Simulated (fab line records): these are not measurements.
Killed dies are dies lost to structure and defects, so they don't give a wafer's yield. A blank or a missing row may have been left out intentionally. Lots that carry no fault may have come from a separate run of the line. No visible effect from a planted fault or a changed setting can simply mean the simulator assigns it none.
What tool caused it? || flow n5_finfet || Sampling: 11 lots, 33 wafers, 3 of 1938 route steps

WHAT THE GAUGES SHOWED, per wafer
N5_PASSIVATION_INSPECT_64: inspects for defects (macro).
{"lot": "L169", "measured": "day 13 21:44", "on": "defect_inspect-02", "raw_defect_count": "4 0 0"}
{"lot": "L174", "measured": "day 15 08:02", "on": "defect_inspect-02", "raw_defect_count": "3 4 2"}
{"lot": "L176", "measured": "day 15 12:32", "on": "defect_inspect-01", "raw_defect_count": "1 3 1"}
{"lot": "L179", "measured": "day 16 04:20", "on": "defect_inspect-01", "raw_defect_count": "3 1 3"}
{"lot": "L181", "measured": "day 17 02:47", "on": "defect_inspect-01", "raw_defect_count": "3 1 1"}
{"lot": "L188", "measured": "day 18 22:07", "on": "defect_inspect-02", "raw_defect_count": "2 4 1"}
{"lot": "L185", "measured": "day 19 01:00", "on": "defect_inspect-01", "raw_defect_count": "5 3 2"}
{"lot": "L190", "measured": "day 20 00:31", "on": "defect_inspect-01", "raw_defect_count": "2 0 2"}
{"lot": "L191", "measured": "day 20 01:52", "on": "defect_inspect-01", "raw_defect_count": "3 2 0"}
{"lot": "L192", "measured": "day 20 08:22", "on": "defect_inspect-01", "raw_defect_count": "4 2 2"}
{"lot": "L189", "measured": "day 20 17:49", "on": "defect_inspect-01", "raw_defect_count": "1 1 4"}

WHAT TOOL EACH LOT RAN ON (gives the tool, then ch and the chambers of the sampled wafers, and finally the start)
{"lot": "L169", "N5_PASSIVATION_DESCUM_12": "rie_diel-05 ch 0,1, day 13 19:41", "N5_PASSIVATION_SPUTTER_20": "pvd_sputter-02, day 13 20:57"}
{"lot": "L174", "N5_PASSIVATION_DESCUM_12": "rie_diel-05 ch 2,3, day 15 06:37", "N5_PASSIVATION_SPUTTER_20": "pvd_sputter-03, day 15 07:16"}
{"lot": "L176", "N5_PASSIVATION_DESCUM_12": "rie_diel-05 ch 2,3, day 15 11:07", "N5_PASSIVATION_SPUTTER_20": "pvd_sputter-03, day 15 11:54"}
{"lot": "L179", "N5_PASSIVATION_DESCUM_12": "rie_diel-02 ch 0,2, day 16 01:49", "N5_PASSIVATION_SPUTTER_20": "pvd_sputter-01, day 16 03:35"}
{"lot": "L181", "N5_PASSIVATION_DESCUM_12": "rie_diel-05 ch 0,1,2, day 16 23:23", "N5_PASSIVATION_SPUTTER_20": "pvd_sputter-03, day 17 02:02"}
{"lot": "L188", "N5_PASSIVATION_DESCUM_12": "rie_diel-03 ch 0,1,2, day 18 19:20", "N5_PASSIVATION_SPUTTER_20": "pvd_sputter-02, day 18 21:22"}
{"lot": "L185", "N5_PASSIVATION_DESCUM_12": "rie_diel-05 ch 0,1, day 18 21:47", "N5_PASSIVATION_SPUTTER_20": "pvd_sputter-03, day 19 00:22"}
{"lot": "L190", "N5_PASSIVATION_DESCUM_12": "rie_diel-02 ch 0,1,3, day 19 23:10", "N5_PASSIVATION_SPUTTER_20": "pvd_sputter-02, day 19 23:53"}
{"lot": "L191", "N5_PASSIVATION_DESCUM_12": "rie_diel-03 ch 0,2,3, day 19 23:36", "N5_PASSIVATION_SPUTTER_20": "pvd_sputter-01, day 20 01:14"}
{"lot": "L192", "N5_PASSIVATION_DESCUM_12": "rie_diel-05 ch 1,2,3, day 20 06:18", "N5_PASSIVATION_SPUTTER_20": "pvd_sputter-01, day 20 07:37"}
{"lot": "L189", "N5_PASSIVATION_DESCUM_12": "rie_diel-03 ch 0,2, day 20 16:22", "N5_PASSIVATION_SPUTTER_20": "pvd_sputter-03, day 20 17:11"}
- N5_PASSIVATION_DESCUM_12: chemistry O2, time 7.9 s.
- N5_PASSIVATION_SPUTTER_20: material TaN, target thk 50 nm.

THE ANSWER, worked out from the rows above alone
Rule: usual is defined by the lots themselves. The widest of any qualifying gaps counts: lots, ordered by their means at a reading, are off when they make up no more than a third of the lots, leave a main group of 4 or more, and stand apart from it by 3 or more times the standard deviation of that group's means. A main group whose means are all the same, to the digits that the tables above print for the reading, isn't used. Also off: a lot with no number at a reading for which 4 or more lots have one. Where the step has rows for the other lots, those lots are counted as sound.
No lot is off on any of the readings shown, so nothing can be concluded from this.

WHAT WAS PUT IN BY THE SIMULATOR
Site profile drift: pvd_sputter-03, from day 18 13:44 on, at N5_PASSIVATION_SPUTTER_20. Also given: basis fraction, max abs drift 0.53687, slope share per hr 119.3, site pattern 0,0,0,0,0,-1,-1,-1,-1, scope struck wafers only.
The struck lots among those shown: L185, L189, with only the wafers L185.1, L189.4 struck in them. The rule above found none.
